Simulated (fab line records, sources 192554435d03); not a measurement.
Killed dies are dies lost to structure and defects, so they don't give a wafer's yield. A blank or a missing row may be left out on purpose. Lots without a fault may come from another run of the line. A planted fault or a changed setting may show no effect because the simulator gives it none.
fab line records | flow n5_finfet
record lots=11 wafers=33 last_day=17
route steps=1938 shown BEOL_M14@1764 PASS1_CAP@1874 PAD_METAL@1894 PASSIVATION@1909
lots that met no fault: from a run of the same line without faults
start_h: hours from the record's first day to the start of the lot's first wafer shown | wait_h: hours since the lot's step before | " the same as in the row above | L1.1+2: a row that stands for several wafers | - no value, or no start given | * or withheld: withheld | < > ~ a bound
route shown NAME@n: a module of which the file shows steps, and the number in the route of the first | usual: mean/standard deviation of fault-free wafers | same: alike in all rows | chamber/n: place in a boat | sites: the reading at each site | _std_site: their standard deviation | _edge_site: outer sites' mean less inner sites' | radius_mm: how far each site lies from the wafer's centre | mask NAME#n: copy n | behind: the tool/chamber that last shaped the wafer | hold: why the lot was held/for how many hours/how that ended | device: the transistor (n, p or np) that didn't switch | end of line: the same wafers' tests at the end of the route | a step without rows: its recipe alone | killed: dies lost to structure and defects at the first sort, not the wafer's yield | map: a wafer's dies, x killed, . not, _ none there
set.NAME: the setting as run; set.NAME@STEP: as run at that earlier step | model.NAME: the simulator's own value behind a step, which no gauge read
steps of the route over a sample of lots; a table a step, a row a wafer
services: from which hour (start_h, from the record's first day; less than 0 if before it) a tool's chamber was out of use, for how many hours, and why
## steps
# step N5_BEOL_M14_SPUTTER_45
# recipe material=Cu target_thk_a=1000 temp_c=-20 bias_v=60 power_w=26000 chamber_pressure_pa=0.13 time_s=16.67
# usual susceptor_temp_C=-20.02/0.11 throttle_valve_pct=29.7/1.3
# same time_s=16.67
# columns lot.wafer tool chamber start_h wait_h susceptor_temp_C throttle_valve_pct
L502.2 pvd_sputter-01 - 258.88 0.0 -20.01 30.9
L502.4 " - " " -19.84 29.8
L502.6 " - " " -20.06 30.7
L504.1 pvd_sputter-01 - 268.30 0.0 -19.74 28.0
L504.2 " - " " -20.09 28.4
L504.5 " - " " -20.00 28.1
L503.2 pvd_sputter-03 - 270.28 0.0 -19.95 30.9
L503.3 " - " " -20.13 30.4
L503.5 " - " " -19.88 28.1
L507.2 pvd_sputter-01 - 306.68 0.0 -19.90 29.6
L507.5 " - " " -19.83 28.3
L507.6 " - " " -20.12 31.2
L510.1 pvd_sputter-01 - 325.17 0.0 -20.16 27.8
L510.3 " - " " -19.95 29.7
L510.4 " - " " -20.08 28.2
L515.2 pvd_sputter-02 - 335.98 0.0 -20.08 28.5
L515.4 " - " " -19.97 28.2
L515.5 " - " " -20.05 31.1
L517.3 pvd_sputter-02 - 360.38 0.0 -20.07 28.0
L517.4 " - " " -19.92 29.0
L517.5 " - " " -20.14 28.0
L518.1 pvd_sputter-03 - 365.26 0.0 -19.98 27.9
L518.2 " - " " -20.10 30.8
L518.3 " - " " -20.01 30.3
L520.2 pvd_sputter-02 - 378.86 0.0 -20.08 28.1
L520.3 " - " " -19.95 30.8
L520.4 " - " " -19.86 29.1
L521.1 pvd_sputter-02 - 383.85 0.0 -20.14 28.2
L521.5 " - " " -19.86 31.2
L521.6 " - " " -20.09 28.0
L524.2 pvd_sputter-03 - 394.45 0.0 -20.01 28.1
L524.4 " - " " -20.02 30.2
L524.5 " - " " -19.98 27.8
# step N5_PASSIVATION_PECVD_01
# recipe material=SiNx target_thk_a=2000 temp_c=400 precursor=SiH4/NH3/N2 pressure_torr=4.9 rf_w=1406 time_s=43.2
# usual heater_power_w=405/130 showerhead_plenum_p_Torr=8.70/0.084 susceptor_temp_C=399.98/0.2 throttle_valve_pct=28.4/1.2
# same time_s=43.2
# columns lot.wafer tool chamber start_h wait_h heater_power_w showerhead_plenum_p_Torr susceptor_temp_C throttle_valve_pct
L502.2 pecvd-04 0 271.34 0.0 301 8.60 399.88 29.2
L502.4 " 0 " " 313 8.65 399.93 29.0
L502.6 " 2 " " 212 8.62 399.72 28.4
L504.1 pecvd-04 2 281.06 0.0 170 8.64 400.01 28.4
L504.2 " 1 " " 333 8.71 400.19 29.7
L504.5 " 0 " " 423 8.63 400.27 29.1
L503.2 pecvd-03 2 281.19 0.0 637 8.79 400.00 27.8
L503.3 " 1 " " 266 8.68 400.04 29.8
L503.5 " 0 " " 242 8.73 400.30 27.1
L507.2 pecvd-04 2 321.64 0.0 226 8.64 399.95 28.7
L507.5 " 0 " " 407 8.62 400.17 28.9
L507.6 " 1 " " 268 8.71 399.97 29.4
L510.1 pecvd-01 2 341.44 0.0 525 8.52 399.98 26.9
L510.3 " 1 " " 536 8.71 399.74 30.0
L510.4 " 2 " " 559 8.54 400.06 26.5
L515.2 pecvd-04 0 353.41 0.0 281 8.63 400.03 29.6
L515.4 " 0 " " 304 8.63 399.91 29.2
L515.5 " 1 " " 381 8.70 400.20 29.6
L517.3 pecvd-01 0 373.76 0.0 500 8.79 399.93 27.8
L517.4 " 0 " " 508 8.80 399.89 27.6
L517.5 " 2 " " 553 8.52 399.78 26.8
L518.1 pecvd-03 0 379.99 0.0 288 8.75 399.89 26.9
L518.2 " 2 " " 562 8.79 399.93 27.5
L518.3 " 1 " " 306 8.70 399.78 30.0
L520.2 pecvd-01 0 392.98 0.0 442 8.79 400.14 27.6
L520.3 " 2 " " 548 8.56 400.07 26.8
L520.4 " 2 " " 529 8.53 399.81 27.0
L521.1 pecvd-01 0 396.82 0.0 404 8.79 400.02 27.7
L521.5 " 2 " " 537 8.54 400.09 26.9
L521.6 " 0 " " 416 8.80 400.28 27.7
L524.2 pecvd-03 2 407.81 0.0 512 8.80 399.84 27.8
L524.4 " 0 " " 258 8.74 400.31 27.2
L524.5 " 0 " " 258 8.72 399.96 26.8
# step N5_PASSIVATION_PRE_CLEAN_19
# recipe gas=H2/He time_s=* temp_c=*
# usual heater_power_w=474/54 susceptor_temp_C=*
# same time_s=*
# columns lot.wafer tool chamber start_h wait_h heater_power_w susceptor_temp_C
L502.2 pvd_sputter-02 - 274.69 0.0 397 *
L502.4 " - " " 520 *
L502.6 " - " " 398 *
L504.1 pvd_sputter-01 - 283.72 0.0 449 *
L504.2 " - " " 516 *
L504.5 " - " " 449 *
L503.2 pvd_sputter-03 - 284.19 0.0 502 *
L503.3 " - " " 409 *
L503.5 " - " " 500 *
L507.2 pvd_sputter-03 - 323.80 0.0 492 *
L507.5 " - " " 428 *
L507.6 " - " " 495 *
L510.1 pvd_sputter-03 - 345.31 0.0 409 *
L510.3 " - " " 502 *
L510.4 " - " " 479 *
L515.2 pvd_sputter-01 - 355.22 0.0 478 *
L515.4 " - " " 531 *
L515.5 " - " " 466 *
L517.3 pvd_sputter-03 - 375.68 0.0 496 *
L517.4 " - " " 407 *
L517.5 " - " " 517 *
L518.1 pvd_sputter-01 - 382.60 0.0 492 *
L518.2 " - " " 476 *
L518.3 " - " " 447 *
L520.2 pvd_sputter-03 - 394.65 0.0 505 *
L520.3 " - " " 401 *
L520.4 " - " " 434 *
L521.1 pvd_sputter-03 - 398.72 0.0 496 *
L521.5 " - " " 439 *
L521.6 " - " " 524 *
L524.2 pvd_sputter-02 - 410.21 0.0 593 *
L524.4 " - " " 439 *
L524.5 " - " " 518 *
# step N5_PASSIVATION_AL_ETCH_33
# recipe chemistry=Cl2/BCl3 target_depth_a=28000 over_etch_frac=0.15 Cl2_flow_sccm=180 bcl3_flow_sccm=60 target=Al stop_on=TaN time_s=466.7 ion_energy_ev=100 pressure_mtorr=10 icp_w=900 bias_w=100
# usual chamber_pressure_mTorr=10.000/0.01 drypump_motor_current_A=5.7/0.54 oes_product_au=0.71/0.086 throttle_valve_pct=34.24/0.26
# same time_s=466.7
# columns lot.wafer tool chamber start_h wait_h chamber_pressure_mTorr drypump_motor_current_A oes_product_au rf_hours_counter_h throttle_valve_pct
L502.2 rie_metal-03 1 275.60 0.1 10.002 5.9 0.61 87 33.78
L502.4 " 1 " " 9.996 5.9 0.60 - 33.81
L502.6 " 0 " " 9.987 4.6 0.70 - 34.45
L504.1 rie_metal-02 0 284.63 0.1 9.997 6.1 0.64 68 34.50
L504.2 " 1 " " 9.993 5.6 0.75 15 34.39
L504.5 " 0 " " 10.009 6.1 0.64 - 34.47
L503.2 rie_metal-03 0 285.38 0.1 10.016 4.6 0.70 45 34.40
L503.3 " 1 " " 9.991 5.9 0.60 - 33.81
L503.5 " 1 " " 10.009 5.9 0.60 - 33.81
L507.2 rie_metal-01 1 324.59 0.1 9.978 5.8 0.92 0 33.95
L507.5 " 0 " " 9.993 6.2 0.76 - 34.37
L507.6 " 1 " " 10.000 5.8 0.91 - 33.95
L510.1 rie_metal-02 0 346.20 0.1 10.013 6.1 0.64 73 34.47
L510.3 " 1 " " 10.000 5.6 0.74 - 34.35
L510.4 " 0 " " 10.001 6.1 0.63 - 34.44
L515.2 rie_metal-02 0 356.05 0.1 10.011 6.1 0.63 74 34.49
L515.4 " 1 " " 10.004 5.6 0.75 - 34.34
L515.5 " 0 " " 9.986 6.1 0.63 - 34.51
L517.3 rie_metal-03 1 376.72 0.2 10.007 5.9 0.60 - 33.77
L517.4 " 0 " " 9.993 4.6 0.68 - 34.45
L517.5 " 1 " " 9.998 6.0 0.59 - 33.79
L518.1 rie_metal-03 0 383.51 0.1 9.987 4.6 0.67 54 34.45
L518.2 " 1 " " 10.008 5.9 0.58 96 33.81
L518.3 " 0 " " 10.008 4.6 0.67 - 34.46
L520.2 rie_metal-02 1 395.58 0.1 9.990 5.6 0.74 25 34.35
L520.3 " 0 " " 10.015 6.1 0.63 - 34.46
L520.4 " 1 " " 9.993 5.6 0.73 - 34.37
L521.1 rie_metal-03 0 399.50 0.1 10.006 4.7 0.67 56 34.46
L521.5 " 1 " " 9.999 6.0 0.58 - 33.85
L521.6 " 0 " " 9.991 4.7 0.67 - 34.48
L524.2 rie_metal-02 0 410.99 0.1 10.010 6.1 0.63 78 34.47
L524.4 " 0 " " 10.012 6.1 0.63 - 34.44
L524.5 " 1 " " 9.996 5.6 0.72 - 34.38
# step N5_PASSIVATION_PROBE_49
# usual defect_limited_yield=91.0/1.5 killed_at_M0_to_M3=33/9.4 killed_at_M4_up=14/4.8 killed_at_contacts=13/7.3 killed_at_front_end=43/13 killed_at_other=3.6/2.9 killed_dies=106/18 killed_open=69/13 killed_short=35/8.2 sort_bin_5_function=5.3/1 sort_bin_6_memory=3.3/0.68 sort_bin_8_speed=0.01/0.027 sort_n_pass=1074/18 sort_yield_pct=91.0/1.5
# same gross_dies=1180 killed_at_back_side=0 sort_bin_4_leakage[%]=0
# columns lot.wafer tool chamber start_h wait_h defect_limited_yield[%] killed_at_M0_to_M3 killed_at_M4_up killed_at_contacts killed_at_front_end killed_at_other killed_dies killed_open killed_short sort_bin_5_function[%] sort_bin_6_memory[%] sort_bin_8_speed[%] sort_n_pass sort_yield_pct[%]
L507.2 prober-02 - 329.36 0.1 80.8 14 161 8 41 3 227 61 22 12.1 3.8 0 953 80.8
L507.5 prober-02 - 329.51 0.2 80.8 26 152 9 37 2 226 54 28 11.3 3.5 0 954 80.8
L507.6 prober-02 - 329.56 0.3 80.8 20 142 13 40 11 226 67 31 10.5 5.8 0 954 80.8
L510.1 prober-01 - 350.89 0.0 81.8 25 143 16 30 1 215 62 22 11.0 3.2 0 965 81.8
L510.3 prober-01 - 350.99 0.1 79.9 37 147 7 46 0 237 65 28 12.1 4.0 0 943 79.9
L510.4 prober-01 - 351.04 0.2 77.0 38 155 4 70 4 271 74 50 14.0 4.6 0 909 77.0
# killed by level:class
L507.2 BEOL_M14:unspecified=142 FIN_SAQP:geometric_particle:open=14 FIN_SAQP:geometric_particle:short=9 STI_FIN_REVEAL:geometric_particle:open=9 MOL_CONTACT_COAG:geometric_particle:open=8 BEOL_M4:geometric_particle:open=8 BEOL_M1:geometric_particle:open=5 BEOL_M0_SAQP:geometric_particle:open=4
L507.5 BEOL_M14:unspecified=140 BEOL_M4:geometric_particle:open=10 FIN_SAQP:geometric_particle:open=8 STI_FIN_REVEAL:geometric_particle:open=8 BEOL_M3:geometric_particle:open=8 MOL_CONTACT_COAG:geometric_particle:open=6 BEOL_M1:geometric_particle:open=6 FIN_SAQP:geometric_particle:short=5
L507.6 BEOL_M14:unspecified=128 FIN_SAQP:geometric_particle:open=9 MOL_CONTACT_COAG:geometric_particle:open=9 STI_FIN_REVEAL:geometric_particle:open=8 BEOL_M4:geometric_particle:open=8 MIM_TOP:geometric_particle:short=7 FIN_SAQP:geometric_particle:short=6 DUMMY_GATE:geometric_particle:open=5
L510.1 BEOL_M14:unspecified=131 MOL_CONTACT_COAG:geometric_particle:open=12 STI_FIN_REVEAL:geometric_particle:open=8 FIN_SAQP:geometric_particle:open=6 BEOL_M2:geometric_particle:open=6 BEOL_M5:geometric_particle:open=6 FIN_SAQP:geometric_particle:short=4 MOL_CONTACT_COAG:geometric_particle:short=4
L510.3 BEOL_M14:unspecified=142 FIN_SAQP:geometric_particle:open=14 BEOL_M2:geometric_particle:open=11 FIN_SAQP:geometric_particle:short=10 BEOL_M0_SAQP:geometric_particle:short=9 MOL_CONTACT_COAG:geometric_particle:open=6 BEOL_M0_SAQP:geometric_particle:open=6 STI_FIN_REVEAL:geometric_particle:open=5
L510.4 BEOL_M14:unspecified=143 FIN_SAQP:geometric_particle:open=26 FIN_SAQP:geometric_particle:short=17 BEOL_M2:geometric_particle:open=12 BEOL_M0_SAQP:geometric_particle:open=6 BEOL_M1:geometric_particle:open=6 BEOL_M4:geometric_particle:open=5 BEOL_M0_SAQP:geometric_particle:short=4
## services
# columns tool chamber start_h hours kind
rie_metal-01 1 246.97 16.4 repair
pecvd-03 2 248.24 - calibration
pecvd-01 - 255.43 0.8 repair
rie_metal-03 - 264.13 0.5 repair
pecvd-03 0 272.97 3.5 repair
pvd_sputter-02 - 288.76 8.9 repair
rie_metal-01 - 296.25 0.1 repair
rie_metal-01 1 300.14 - clean
rie_metal-03 1 300.85 7.4 repair
pecvd-04 - 307.35 2.8 pm
pecvd-03 1 319.66 12.4 repair
pvd_sputter-01 - 326.48 1.0 repair
pecvd-01 - 330.04 1.3 repair
pecvd-03 0 339.32 30.1 repair
pecvd-03 1 341.31 2.1 scheduled_down
pvd_sputter-01 - 367.91 3.0 repair
rie_metal-02 0 382.15 8.1 repair
pecvd-03 1 383.62 - clean
pecvd-03 1 383.62 - consumable_replace:showerhead
pecvd-03 1 383.62 29.0 scheduled_down
pecvd-03 1 383.62 29.0 vent_cycle
pecvd-04 - 398.25 0.9 repair
pecvd-03 - 398.42 6.0 pm
pecvd-03 - 404.50 0.7 repair
## key
first_sign step=N5_PASSIVATION_PROBE_49 reading=killed_at_M4_up direction=up sigmas=28 usual=14 struck=150
effect step=N5_PASSIVATION_PROBE_49 reading=killed_dies direction=up sigmas=7 usual=106 struck=234
more_kills_born_at N5_BEOL_M14_SPUTTER_45@pvd_sputter-01=826
met_at N5_BEOL_M14_SPUTTER_45
struck_lots L507,L510
not_acting_at N5_PASSIVATION_PECVD_01,N5_PASSIVATION_PRE_CLEAN_19,N5_PASSIVATION_AL_ETCH_33
onset_between 268.30 306.68
fault kind=chamber_particle_source tool=pvd_sputter-01 chamber=- onset_h=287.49 steps=N5_BEOL_M14_SPUTTER_45 rate_per_visit_cm2=1.26 end_h=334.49
